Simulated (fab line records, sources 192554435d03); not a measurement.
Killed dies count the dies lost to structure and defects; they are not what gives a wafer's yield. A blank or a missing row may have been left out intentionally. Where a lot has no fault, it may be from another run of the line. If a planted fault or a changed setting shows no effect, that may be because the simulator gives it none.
Split-lot trial -- flow n5Finfet -- 7 lots, 39 wafers read, on a route of 1938 steps

## ON THE SPLIT
At N5_BEOL_M2_ILD_DEP_00 (deposits SiOC from DEMS/O2, target thk 79 nm, time 15.3 s), the setting timeS was moved away from the recipe's 15.3 s on 6 of the 39 wafers read, by -57.7% to +49.6%. This setting was run at the recipe's value on the other wafers.

Split to reading: the file shows no intervening step.

## THE READING
M2_ILD_THK at N5_BEOL_M2_THK_MEAS_01, in nm. On this fab line, fault-free wafers typically give 79.2 nm with a standard deviation of 0.92 nm.

wafer,"tool, chamber at the split","timeS as run, s",against the recipe,"M2_ILD_THK, nm",against lot-mates on the recipe
L074.1,"pecvd-04, 2,0",15.3,recipe,77.5,-
L074.2,"pecvd-04, 2,0",15.3,recipe,77.7,-
L074.3,"pecvd-04, 1",22.89,+49.6%,116.2,+38.0
L074.4,"pecvd-04, 0",22.89,+49.6%,119.0,+40.8
L074.5,"pecvd-04, 2",22.89,+49.6%,118.2,+40.0
L074.6,"pecvd-04, 1",15.3,recipe,79.5,-
L086.3,"pecvd-04, 1",15.3,recipe,77.9,-
L086.5,"pecvd-04, 0",15.3,recipe,79.5,-
L086.6,"pecvd-04, 1",15.3,recipe,79.0,-
L090.1,"pecvd-04, 1",15.3,recipe,79.7,-
L090.2,"pecvd-04, 0",15.3,recipe,79.3,-
L090.3,"pecvd-04, 0,1,1",15.3,recipe,80.5,-
L090.4,"pecvd-04, 0,1,1",15.3,recipe,80.6,-
L090.5,"pecvd-04, 0",15.3,recipe,80.9,-
L090.6,"pecvd-04, 0,1,1",15.3,recipe,80.7,-
L089.1,"pecvd-03, 1",6.466,-57.7%,34.2,-44.9
L089.2,"pecvd-03, 0",15.3,recipe,79.1,-
L089.3,"pecvd-03, 2",15.3,recipe,78.4,-
L089.4,"pecvd-03, 0",6.466,-57.7%,33.9,-45.2
L089.5,"pecvd-03, 2",6.466,-57.7%,35.5,-43.6
L089.6,"pecvd-03, 1",15.3,recipe,79.8,-
L092.1,"pecvd-04, 0",15.3,recipe,79.4,-
L092.2,"pecvd-04, 1,0",15.3,recipe,79.2,-
L092.3,"pecvd-04, 2",15.3,recipe,79.7,-
L092.4,"pecvd-04, 1,2",15.3,recipe,80.3,-
L092.5,"pecvd-04, 1,0",15.3,recipe,79.1,-
L092.6,"pecvd-04, 1,2",15.3,recipe,80.2,-
L093.1,"pecvd-03, 2",15.3,recipe,77.9,-
L093.2,"pecvd-03, 1,0",15.3,recipe,79.0,-
L093.3,"pecvd-03, 0",15.3,recipe,78.6,-
L093.4,"pecvd-03, 2",15.3,recipe,79.5,-
L093.5,"pecvd-03, 1,0",15.3,recipe,79.1,-
L093.6,"pecvd-03, 1",15.3,recipe,80.2,-
L097.1,"pecvd-01, 0",15.3,recipe,78.8,-
L097.2,"pecvd-01, 2",15.3,recipe,78.1,-
L097.3,"pecvd-01, 1,0",15.3,recipe,79.3,-
L097.4,"pecvd-01, 1",15.3,recipe,80.8,-
L097.5,"pecvd-01, 1,0",15.3,recipe,79.4,-
L097.6,"pecvd-01, 2",15.3,recipe,80.3,-
Where a row lists several chambers, the file gives one row for several wafers and doesn't say which wafer went through which chamber.

THE FIT
A straight line over all 39 wafers: M2_ILD_THK changes by +0.776 nm for each +1% of timeS; r = +1.00; the points scatter about the line by 0.94 nm.
The same after taking each lot's own level away (the mean of its wafers on the recipe; 39 wafers): +0.783 nm for each +1%; r = +1.00; scatter 0.8 nm.
According to that fit, moving timeS by its largest amount changes the reading by 45 nm.
From 78.23 to 80.28 nm: that is the span of the lots' own levels, equal to 2.2 times the standard deviation above.
So the lot-to-lot level changes the slope little: the two slopes agree.
Check: with one of the wafers moved furthest among these (-57.7%) left out of the fit, the line predicts -45.2 nm for it against its lot-mates. Against them it came out at -44.9 nm.

## OTHER SPLITS APPLIED TO THESE WAFERS
These wafers also went through other splits before the reading. Each is held against what the fit with the lots' levels taken away leaves over:
other split on the same wafers,wafers away from the commonest value,r with M2_ILD_THK (lot level and that fit taken away)
N5_PMOS_HMC_CHANNEL_EPI_HM_DEP_34 targetThkA,12,+0.07
N5_SD_EPI_N_ETCH_16 targetDepthA,15,-0.04
N5_HKMG_FIN_ETCH_58 targetDepthA,12,+0.01
N5_BEOL_M0_SAQP_SPACER1_ALD_98 aldCycles,9,-0.08

## THE WHOLE CHAIN: every reading that the file lists as answering this split, in the file's order
step,what it does,reading,change (the file's fit),r (the file's)
N5_BEOL_M2_ILD_DEP_00,"deposits SiOC from DEMS/O2, target thk 79 nm, time 15.3 s","SiOC_of_BEOL_M2_ILD_DEP_00.thkNm (the simulator's own value, which no gauge read)",+0.785 nm for each +1% of the setting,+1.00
N5_BEOL_M2_THK_MEAS_01,,M2_ILD_THK,+0.782 for each +1% of the setting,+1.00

## FILE'S OWN FIT
M2_ILD_THK changes by +0.782 nm for each +1% of timeS, r = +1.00.
